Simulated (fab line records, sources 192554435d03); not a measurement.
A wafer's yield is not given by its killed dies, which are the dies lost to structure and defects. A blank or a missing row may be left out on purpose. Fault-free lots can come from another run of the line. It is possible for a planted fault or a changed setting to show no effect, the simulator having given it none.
Which tool is to blame? :: flow n5-finfet :: 24 wafers from 8 lots sampled at 5 of the route's 1938 steps

## WHAT THE GAUGES SHOWED, per wafer
N5_BEOL_M4_RC_MEAS_101.
lot: L340
measured: day 8 00:16
on: prober-01
DIBL_N (mV/V): 35.0 35.3 35.6
DIBL_P (mV/V): 35.5 34.7 35.7
IOFF_N (nA/um): 0.131 0.128 0.131
IOFF_N_85C (nA/um): 2.7 2.7 2.7
IOFF_N_LIN (nA/um): 0.063 0.062 0.063
IOFF_N_LONG (nA/um): 5.4e-05 5.5e-05 5.5e-05
IOFF_P (nA/um): 0.174 0.170 0.179
IOFF_P_LONG (nA/um): 9.7e-05 9.4e-05 9.7e-05
ION_N (uA/um): 674 664 665
ION_P (uA/um): 456 452 456
SS_N (mV/dec): 71.2 71.7 70.8
SS_P (mV/dec): 72.7 73.0 72.5
VT_N (mV): 252.7 252.4 254.0
VT_N_LONG (mV): 273.8 275.6 275.1
VT_N_LVT (mV): 99.3 98.9 99.3
VT_P (mV): -254.4 -255.1 -254.1
VT_P_LONG (mV): -277.5 -279.1 -281.8

lot: L341
measured: day 8 05:33
on: prober-01
DIBL_N (mV/V): 35.3 37.3 34.9
DIBL_P (mV/V): 34.4 37.2 34.2
IOFF_N (nA/um): 0.136 0.170 0.129
IOFF_N_85C (nA/um): 2.7 3.2 2.6
IOFF_N_LIN (nA/um): 0.065 0.078 0.062
IOFF_N_LONG (nA/um): 5.5e-05 5.4e-05 5.4e-05
IOFF_P (nA/um): 0.177 0.217 0.175
IOFF_P_LONG (nA/um): 9.9e-05 0.000102 0.000101
ION_N (uA/um): 671 682 668
ION_P (uA/um): 462 467 461
SS_N (mV/dec): 70.8 71.2 70.1
SS_P (mV/dec): 73.1 74.0 73.2
VT_N (mV): 250.8 248.2 250.4
VT_N_LONG (mV): 277.2 274.6 273.4
VT_N_LVT (mV): 96.4 93.7 98.6
VT_P (mV): -251.1 -250.9 -252.8
VT_P_LONG (mV): -278.7 -277.5 -276.9

lot: L343
measured: day 8 05:05
on: prober-02
DIBL_N (mV/V): 36.7 34.9 36.6
DIBL_P (mV/V): 35.9 34.3 36.5
IOFF_N (nA/um): 0.175 0.153 0.190
IOFF_N_85C (nA/um): 3.4 3.0 3.6
IOFF_N_LIN (nA/um): 0.080 0.072 0.086
IOFF_N_LONG (nA/um): 5.7e-05 5.7e-05 5.7e-05
IOFF_P (nA/um): 0.204 0.182 0.208
IOFF_P_LONG (nA/um): 0.0001 0.000103 0.000101
ION_N (uA/um): 683 679 689
ION_P (uA/um): 460 466 462
SS_N (mV/dec): 71.6 71.4 71.7
SS_P (mV/dec): 73.8 73.2 74.1
VT_N (mV): 249.0 250.8 248.7
VT_N_LONG (mV): 273.9 271.8 273.0
VT_N_LVT (mV): 95.2 95.3 92.7
VT_P (mV): -251.3 -252.4 -253.0
VT_P_LONG (mV): -276.9 -279.1 -280.5

lot: L345
measured: day 9 07:38
on: prober-02
DIBL_N (mV/V): 36.7 35.1 35.3
DIBL_P (mV/V): 37.4 36.1 36.2
IOFF_N (nA/um): 0.170 0.145 0.144
IOFF_N_85C (nA/um): 3.3 2.9 2.9
IOFF_N_LIN (nA/um): 0.077 0.067 0.067
IOFF_N_LONG (nA/um): 5.6e-05 5.6e-05 5.5e-05
IOFF_P (nA/um): 0.224 0.196 0.196
IOFF_P_LONG (nA/um): 0.000104 0.000103 0.000103
ION_N (uA/um): 669 665 661
ION_P (uA/um): 464 456 458
SS_N (mV/dec): 72.4 71.5 70.9
SS_P (mV/dec): 73.5 73.2 73.4
VT_N (mV): 247.3 251.9 251.8
VT_N_LONG (mV): 275.4 274.6 276.5
VT_N_LVT (mV): 96.7 98.3 98.8
VT_P (mV): -249.1 -252.0 -252.4
VT_P_LONG (mV): -273.5 -276.6 -277.2

lot: L357
measured: day 12 04:47
on: prober-02
DIBL_N (mV/V): 35.6 36.8 36.5
DIBL_P (mV/V): 35.9 37.1 37.8
IOFF_N (nA/um): 0.151 0.173 0.172
IOFF_N_85C (nA/um): 3.0 3.4 3.3
IOFF_N_LIN (nA/um): 0.069 0.078 0.078
IOFF_N_LONG (nA/um): 5.9e-05 5.9e-05 5.9e-05
IOFF_P (nA/um): 0.179 0.206 0.214
IOFF_P_LONG (nA/um): 0.000106 0.000108 0.000108
ION_N (uA/um): 665 666 678
ION_P (uA/um): 455 455 463
SS_N (mV/dec): 70.6 71.6 71.6
SS_P (mV/dec): 73.3 72.8 73.4
VT_N (mV): 248.0 250.0 248.5
VT_N_LONG (mV): 273.2 273.9 273.4
VT_N_LVT (mV): 95.9 94.9 94.6
VT_P (mV): -254.9 -251.5 -252.5
VT_P_LONG (mV): -277.8 -276.7 -275.3

lot: L359
measured: day 12 17:07
on: prober-02
DIBL_N (mV/V): 37.5 35.4 35.9
DIBL_P (mV/V): 35.7 34.3 34.6
IOFF_N (nA/um): 0.148 0.120 0.132
IOFF_N_85C (nA/um): 2.9 2.4 2.7
IOFF_N_LIN (nA/um): 0.068 0.059 0.063
IOFF_N_LONG (nA/um): 5.3e-05 5.3e-05 5.3e-05
IOFF_P (nA/um): 0.179 0.157 0.162
IOFF_P_LONG (nA/um): 9.1e-05 9.5e-05 9.2e-05
ION_N (uA/um): 665 667 660
ION_P (uA/um): 448 455 455
SS_N (mV/dec): 71.8 70.2 72.1
SS_P (mV/dec): 73.4 72.9 72.3
VT_N (mV): 251.7 252.6 252.5
VT_N_LONG (mV): 274.1 275.3 276.3
VT_N_LVT (mV): 98.9 102.0 99.4
VT_P (mV): -255.2 -255.0 -255.7
VT_P_LONG (mV): -279.9 -280.1 -277.1

lot: L362
measured: day 13 13:49
on: prober-02
DIBL_N (mV/V): 37.8 35.6 33.4
DIBL_P (mV/V): 38.4 35.6 32.3
IOFF_N (nA/um): 0.180 0.145 0.106
IOFF_N_85C (nA/um): 3.4 2.8 2.2
IOFF_N_LIN (nA/um): 0.082 0.067 0.053
IOFF_N_LONG (nA/um): 5.2e-05 5.2e-05 5.2e-05
IOFF_P (nA/um): 0.230 0.187 0.148
IOFF_P_LONG (nA/um): 9.4e-05 9.5e-05 9.5e-05
ION_N (uA/um): 674 664 663
ION_P (uA/um): 462 457 455
SS_N (mV/dec): 71.7 72.1 70.7
SS_P (mV/dec): 74.2 72.9 72.3
VT_N (mV): 248.4 251.5 255.4
VT_N_LONG (mV): 276.1 274.0 278.1
VT_N_LVT (mV): 100.1 103.0 107.0
VT_P (mV): -251.4 -251.2 -255.0
VT_P_LONG (mV): -275.5 -276.3 -277.2

lot: L363
measured: day 13 18:34
on: prober-02
DIBL_N (mV/V): 36.6 37.6 36.7
DIBL_P (mV/V): 39.0 40.5 38.5
IOFF_N (nA/um): 0.183 0.208 0.607
IOFF_N_85C (nA/um): 3.4 3.8 9.3
IOFF_N_LIN (nA/um): 0.082 0.091 0.269
IOFF_N_LONG (nA/um): 5.8e-05 5.8e-05 0.000151
IOFF_P (nA/um): 0.210 0.230 0.159
IOFF_P_LONG (nA/um): 0.000101 0.0001 7.7e-05
ION_N (uA/um): 688 697 758
ION_P (uA/um): 469 462 450
SS_N (mV/dec): 71.7 71.7 72.0
SS_P (mV/dec): 73.4 73.7 73.4
VT_N (mV): 246.7 247.3 213.2
VT_N_LONG (mV): 270.2 270.3 239.3
VT_N_LVT (mV): 94.5 92.3 60.9
VT_P (mV): -247.7 -248.8 -256.8
VT_P_LONG (mV): -274.7 -275.7 -284.2

## TOOL THAT RAN EACH LOT (tool first, then ch and the chambers of the sampled wafers, then the start)
lot: L340
N5_HKMG_FIN_STRIP_34: rie-diel-06 ch 2,3, day 4 03:37
N5_HKMG_FIN_ETCH_86: rie-diel-02 ch 0,1, day 4 04:44
N5_HKMG_FIN_NWFM_ALD_20: ald-metal-04 ch 1,2, day 4 05:22
N5_HKMG_FIN_ETCHBACK_68: rie-metal-02 ch 0,1, day 4 06:01

lot: L341
N5_HKMG_FIN_STRIP_34: rie-diel-04 ch 0,1,3, day 4 12:07
N5_HKMG_FIN_ETCH_86: rie-diel-06 ch 0,2,3, day 4 13:13
N5_HKMG_FIN_NWFM_ALD_20: ald-metal-03 ch 1,3, day 4 13:52
N5_HKMG_FIN_ETCHBACK_68: rie-metal-02 ch 0,1, day 4 14:38

lot: L343
N5_HKMG_FIN_STRIP_34: rie-diel-04 ch 2,3, day 4 22:46
N5_HKMG_FIN_ETCH_86: rie-diel-02 ch 1,2, day 4 23:49
N5_HKMG_FIN_NWFM_ALD_20: ald-metal-03 ch 1,2,3, day 5 00:28
N5_HKMG_FIN_ETCHBACK_68: rie-metal-01 ch 0,1, day 5 01:07

lot: L345
N5_HKMG_FIN_STRIP_34: rie-diel-06 ch 0,2, day 5 11:14
N5_HKMG_FIN_ETCH_86: rie-diel-04 ch 0,2,3, day 5 12:37
N5_HKMG_FIN_NWFM_ALD_20: ald-metal-02 ch 0,1,2, day 5 13:16
N5_HKMG_FIN_ETCHBACK_68: rie-metal-03 ch 0,1, day 5 13:56

lot: L357
N5_HKMG_FIN_STRIP_34: rie-diel-06 ch 0,3, day 8 07:45
N5_HKMG_FIN_ETCH_86: rie-diel-04 ch 0,2,3, day 8 08:47
N5_HKMG_FIN_NWFM_ALD_20: ald-metal-03 ch 0,1,2, day 8 09:26
N5_HKMG_FIN_ETCHBACK_68: rie-metal-03 ch 0,1, day 8 10:08

lot: L359
N5_HKMG_FIN_STRIP_34: rie-diel-06 ch 0,2,3, day 8 19:59
N5_HKMG_FIN_ETCH_86: rie-diel-06 ch 1,2, day 8 21:15
N5_HKMG_FIN_NWFM_ALD_20: ald-metal-04 ch 1,2,3, day 8 21:54
N5_HKMG_FIN_ETCHBACK_68: rie-metal-01 ch 0, day 8 22:37

lot: L362
N5_HKMG_FIN_STRIP_34: rie-diel-06 ch 0,1,3, day 9 20:19
N5_HKMG_FIN_ETCH_86: rie-diel-04 ch 0,2, day 9 21:22
N5_HKMG_FIN_NWFM_ALD_20: ald-metal-02 ch 0,1, day 9 21:59
N5_HKMG_FIN_ETCHBACK_68: rie-metal-01 ch 0,1, day 9 22:52

lot: L363
N5_HKMG_FIN_STRIP_34: rie-diel-04 ch 0,2, day 9 20:49
N5_HKMG_FIN_ETCH_86: rie-diel-02 ch 0,1,2, day 9 22:31
N5_HKMG_FIN_NWFM_ALD_20: ald-metal-03 ch 0,1,2, day 9 23:08
N5_HKMG_FIN_ETCHBACK_68: rie-metal-01 ch 0,1, day 9 23:55
- N5_HKMG_FIN_STRIP_34: strips in CF4.
- N5_HKMG_FIN_ETCH_86: etches SOC in N2/H2, stops on TiN, target depth 393.2 nm.
- N5_HKMG_FIN_NWFM_ALD_20: deposits TiAlC, target thk 2 nm, pulse time 3 s, purge time 2 s.
- N5_HKMG_FIN_ETCHBACK_68: etches the open film in Cl2/Ar, stops on HfO2, target depth 0.5 nm.

## WHAT THE TOOLS THEMSELVES READ (means of the sampled wafers that have a number; where no wafer has one, the mark that the record gives instead)
N5_HKMG_FIN_STRIP_34.
lot: L340
tool: rie-diel-06
bias-power-w (W): 75.01
drypump-motor-current-A (A): 5.3
oes-product-au (a.u.): 0.80
rf-vpp-V (V): 270.2
showerhead-plenum-p-Torr (Torr): 1.79
throttle-valve-pct (%): 13.47

lot: L341
tool: rie-diel-04
bias-power-w (W): 75.02
drypump-motor-current-A (A): 6.1
oes-product-au (a.u.): 0.76
rf-vpp-V (V): 271.7
showerhead-plenum-p-Torr (Torr): 1.82
throttle-valve-pct (%): 13.68

lot: L343
tool: rie-diel-04
bias-power-w (W): 74.84
drypump-motor-current-A (A): 6.0
oes-product-au (a.u.): 0.88
rf-vpp-V (V): 272.6
showerhead-plenum-p-Torr (Torr): 1.86
throttle-valve-pct (%): 13.37

lot: L345
tool: rie-diel-06
bias-power-w (W): 75.10
drypump-motor-current-A (A): 6.2
oes-product-au (a.u.): 0.76
rf-vpp-V (V): 269.9
showerhead-plenum-p-Torr (Torr): 1.74
throttle-valve-pct (%): 13.39

lot: L357
tool: rie-diel-06
bias-power-w (W): 74.98
drypump-motor-current-A (A): 6.2
oes-product-au (a.u.): 0.78
rf-vpp-V (V): 270.5
showerhead-plenum-p-Torr (Torr): 1.76
throttle-valve-pct (%): 13.44

lot: L359
tool: rie-diel-06
bias-power-w (W): 75.00
drypump-motor-current-A (A): 5.9
oes-product-au (a.u.): 0.76
rf-vpp-V (V): 270.5
showerhead-plenum-p-Torr (Torr): 1.76
throttle-valve-pct (%): 13.48

lot: L362
tool: rie-diel-06
bias-power-w (W): 75.16
drypump-motor-current-A (A): 5.8
oes-product-au (a.u.): 0.76
rf-vpp-V (V): 271.7
showerhead-plenum-p-Torr (Torr): 1.80
throttle-valve-pct (%): 13.64

lot: L363
tool: rie-diel-04
bias-power-w (W): 75.23
drypump-motor-current-A (A): 6.3
oes-product-au (a.u.): 0.91
rf-vpp-V (V): 271.1
showerhead-plenum-p-Torr (Torr): 1.76
throttle-valve-pct (%): 13.39

N5_HKMG_FIN_ETCH_86.
lot: L340
tool: rie-diel-02
bias-w (W): 60.95
drypump-motor-current-A (A): 5.4
oes-product-au (a.u.): 0.69
rf-vpp-V (V): 241.4
showerhead-plenum-p-Torr (Torr): 2.56
throttle-valve-pct (%): 17.92

lot: L341
tool: rie-diel-06
bias-w (W): 61.06
drypump-motor-current-A (A): 5.9
oes-product-au (a.u.): 0.79
rf-vpp-V (V): 240.3
showerhead-plenum-p-Torr (Torr): 2.50
throttle-valve-pct (%): 17.66

lot: L343
tool: rie-diel-02
bias-w (W): 61.05
drypump-motor-current-A (A): 5.8
oes-product-au (a.u.): 0.76
rf-vpp-V (V): 242.3
showerhead-plenum-p-Torr (Torr): 2.63
throttle-valve-pct (%): 18.02

lot: L345
tool: rie-diel-04
bias-w (W): 60.89
drypump-motor-current-A (A): 6.1
oes-product-au (a.u.): 0.82
rf-vpp-V (V): 241.4
showerhead-plenum-p-Torr (Torr): 2.57
throttle-valve-pct (%): 17.77

lot: L357
tool: rie-diel-04
bias-w (W): 61.02
drypump-motor-current-A (A): 6.1
oes-product-au (a.u.): 0.78
rf-vpp-V (V): 240.8
showerhead-plenum-p-Torr (Torr): 2.55
throttle-valve-pct (%): 17.82

lot: L359
tool: rie-diel-06
bias-w (W): 61.12
drypump-motor-current-A (A): 5.8
oes-product-au (a.u.): 0.73
rf-vpp-V (V): 240.9
showerhead-plenum-p-Torr (Torr): 2.58
throttle-valve-pct (%): 18.02

lot: L362
tool: rie-diel-04
bias-w (W): 60.82
drypump-motor-current-A (A): 6.3
oes-product-au (a.u.): 0.90
rf-vpp-V (V): 240.1
showerhead-plenum-p-Torr (Torr): 2.48
throttle-valve-pct (%): 17.62

lot: L363
tool: rie-diel-02
bias-w (W): 61.04
drypump-motor-current-A (A): 5.8
oes-product-au (a.u.): 0.79
rf-vpp-V (V): 241.2
showerhead-plenum-p-Torr (Torr): 2.56
throttle-valve-pct (%): 17.88

N5_HKMG_FIN_NWFM_ALD_20.
lot: L340
tool: ald-metal-04
heater-power-w (W): 582
precursor-pulse-height-rel: 0.996

lot: L341
tool: ald-metal-03
heater-power-w (W): 470
precursor-pulse-height-rel: 0.978

lot: L343
tool: ald-metal-03
heater-power-w (W): 459
precursor-pulse-height-rel: 0.995

lot: L345
tool: ald-metal-02
heater-power-w (W): 517
precursor-pulse-height-rel: 0.997

lot: L357
tool: ald-metal-03
heater-power-w (W): 482
precursor-pulse-height-rel: 1.010

lot: L359
tool: ald-metal-04
heater-power-w (W): 585
precursor-pulse-height-rel: 1.012

lot: L362
tool: ald-metal-02
heater-power-w (W): 532
precursor-pulse-height-rel: 1.000

lot: L363
tool: ald-metal-03
heater-power-w (W): 487
precursor-pulse-height-rel: 1.009

N5_HKMG_FIN_ETCHBACK_68.
lot: L340
tool: rie-metal-02
bias-w (W): 60.02
drypump-motor-current-A (A): 6.1
oes-product-au (a.u.): 0.85
throttle-valve-pct (%): 20.87

lot: L341
tool: rie-metal-02
bias-w (W): 59.91
drypump-motor-current-A (A): 6.1
oes-product-au (a.u.): 0.85
throttle-valve-pct (%): 20.86

lot: L343
tool: rie-metal-01
bias-w (W): 60.00
drypump-motor-current-A (A): 5.7
oes-product-au (a.u.): 0.64
throttle-valve-pct (%): 20.89

lot: L345
tool: rie-metal-03
bias-w (W): 60.01
drypump-motor-current-A (A): 5.4
oes-product-au (a.u.): 0.88
throttle-valve-pct (%): 20.85

lot: L357
tool: rie-metal-03
bias-w (W): 60.10
drypump-motor-current-A (A): 5.7
oes-product-au (a.u.): 0.77
throttle-valve-pct (%): 20.83

lot: L359
tool: rie-metal-01
bias-w (W): 59.84
drypump-motor-current-A (A): 6.2
oes-product-au (a.u.): 0.71
throttle-valve-pct (%): 20.70

lot: L362
tool: rie-metal-01
bias-w (W): 60.17
drypump-motor-current-A (A): 5.6
oes-product-au (a.u.): 0.87
throttle-valve-pct (%): 20.73

lot: L363
tool: rie-metal-01
bias-w (W): 59.71
drypump-motor-current-A (A): 5.6
oes-product-au (a.u.): 0.87
throttle-valve-pct (%): 20.73

## THE ANSWER, worked out from the rows above alone
Rule: the usual values come from the lots themselves. The widest of any qualifying gaps counts: lots, ordered by their means at a reading, are off when they make up no more than a third of the lots, leave a main group of 4 or more, and stand apart from it by 3 or more times the standard deviation of that group's means. A main group whose means are all the same, to the digits that the tables above print for the reading, isn't used. Also off: a lot with no number at a reading for which 4 or more lots have one. Any other lot the step has rows for is counted as sound. Order of review: gauges by route order, followed by the tools' own readings, for which a lot's mean as printed above is used. At the first step where some lot is off, the reading lying furthest off is the one used; lots without a number count as furthest.
Off: L363, at N5_BEOL_M4_RC_MEAS_101 (IOFF_N_LONG). For the main group the mean is 5.5e-05 nA/um and the standard deviation 2.2e-06.
If a tool, at a process step before that reading, ran all the lots that are off and no sound lot after the first of them, it fits. Not tried: the gauges at N5_BEOL_M4_RC_MEAS_101; whatever is off there is also off at N5_HKMG_FIN_STRIP_34, on other tools, and gauge error can't account for it. Can't be told from this: 4 tools fit, rie-diel-04 at N5_HKMG_FIN_STRIP_34, rie-diel-02 at N5_HKMG_FIN_ETCH_86, ald-metal-03 at N5_HKMG_FIN_NWFM_ALD_20, rie-metal-01 at N5_HKMG_FIN_ETCHBACK_68.

## WHAT WAS PUT IN BY THE SIMULATOR
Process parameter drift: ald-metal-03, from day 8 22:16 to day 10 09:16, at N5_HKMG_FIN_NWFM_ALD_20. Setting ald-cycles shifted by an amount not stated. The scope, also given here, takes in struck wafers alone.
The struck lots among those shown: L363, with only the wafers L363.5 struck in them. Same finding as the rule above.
